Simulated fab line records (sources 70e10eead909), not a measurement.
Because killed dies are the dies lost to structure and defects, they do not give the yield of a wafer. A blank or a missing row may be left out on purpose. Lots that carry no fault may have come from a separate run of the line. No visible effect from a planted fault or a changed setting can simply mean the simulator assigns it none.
Struck lot and sound lot, side by side + flow nandHarc + 15 steps out of a route of 1302
Sound: wafers L245.2, L245.4, L245.6. The struck wafers were L255.1, L255.2, L255.4. Last of all comes the cause.
At each step with rows: each side's tool, then ch and its chambers, then its first start. Under that, the readings that differ: sound wafers + struck wafers + difference of the means + sigmas: that difference in standard deviations of wafers without a fault.
alike: readings whose means differ by less than 2 such deviations, and words and numbers that are the same on both sides. not compared: withheld readings, readings that some wafer has no value for, bounds like >300 that may hide the same value, and numbers for which the record gives no deviation and whose values overlap.
Wherever a step has rows on one side only, a row that says differs or no value, or a row with sigmas, the two part there. Numbers that don't overlap but have no deviation are shown without sigmas and don't part them. A reading that every wafer of one side lacks parts them only if that side has two wafers or more.

NHARC_A_STAIRCASE_ETCH_253: etches the open film in C4F8/O2, target depth 50 nm, time 20.2 s.
  sound on rieDiel-10 ch 0,1,3, day 16 17:37; struck on rieDiel-05 ch 0,1,3, day 21 04:47
  alike: oesProductAu, rfVppV
  not compared: rfHoursCounterH
NHARC_A_STAIRCASE_STRIP_254: strips in O2.
  sound on plasmaAsher-01 ch 1, day 16 17:45; struck on plasmaAsher-02 ch 0,1, day 21 05:08
| reading                  | sound       | struck      | difference | sigmas |
|--------------------------|-------------|-------------|------------|--------|
| drypumpMotorCurrentA (A) | 4.9 4.9 5.0 | 6.6 6.1 6.6 | +1.5       | +2     |
  alike: heaterPowerW
  not compared: rfHoursCounterH
then, 3 steps without rows for these wafers: NHARC_A_STAIRCASE_STRIP_255 (strips in SPM, time 900 s); NHARC_A_STAIRCASE_PRECLEAN_256 (cleans in SC1); NHARC_A_STAIRCASE_SRD_257.
NHARC_A_STAIRCASE_HM_DEP_456: deposits aC, target thk 3100 nm.
  sound on aclDep-02 ch 0, day 16 22:19; struck on aclDep-01 ch 0, day 21 06:28
  alike: throttleValvePct
NHARC_A_STAIRCASE_DEP_259: deposits SiON, target thk 30 nm.
  sound on pecvd-02 ch 0,1,2, day 16 23:54; struck on pecvd-02 ch 1,2, day 21 08:20
  alike: heaterPowerW
then, 5 steps without rows for these wafers: NHARC_A_STAIRCASE_DEHYDRATE_260 (time 120 s); NHARC_A_STAIRCASE_HMDS_261 (time 30 s); NHARC_A_STAIRCASE_COAT_262; NHARC_A_STAIRCASE_SOFTBAKE_263 (time 170 s); NHARC_A_STAIRCASE_EBR_264.
NHARC_A_STAIRCASE_EXPOSE_265: exposes mask CHOP 200.
  sound on krfScanner-02 ch 0, day 17 00:22; struck on krfScanner-04 ch 0, day 21 08:49
| reading           | sound                | struck               | difference | sigmas |
|-------------------|----------------------|----------------------|------------|--------|
| exposureDoseMJCm2 | 25.020 24.997 25.039 | 23.829 23.826 23.838 | -1.188     | -57    |
  alike: mask
then, 2 steps without rows for these wafers: NHARC_A_STAIRCASE_PEB_266 (peb time 130 s); NHARC_END_SORT_01.

WHERE THEY PART
At NHARC_A_STAIRCASE_STRIP_254 first; at NHARC_A_STAIRCASE_EXPOSE_265 last (within this record only).

WHY: what had been put in by the simulator
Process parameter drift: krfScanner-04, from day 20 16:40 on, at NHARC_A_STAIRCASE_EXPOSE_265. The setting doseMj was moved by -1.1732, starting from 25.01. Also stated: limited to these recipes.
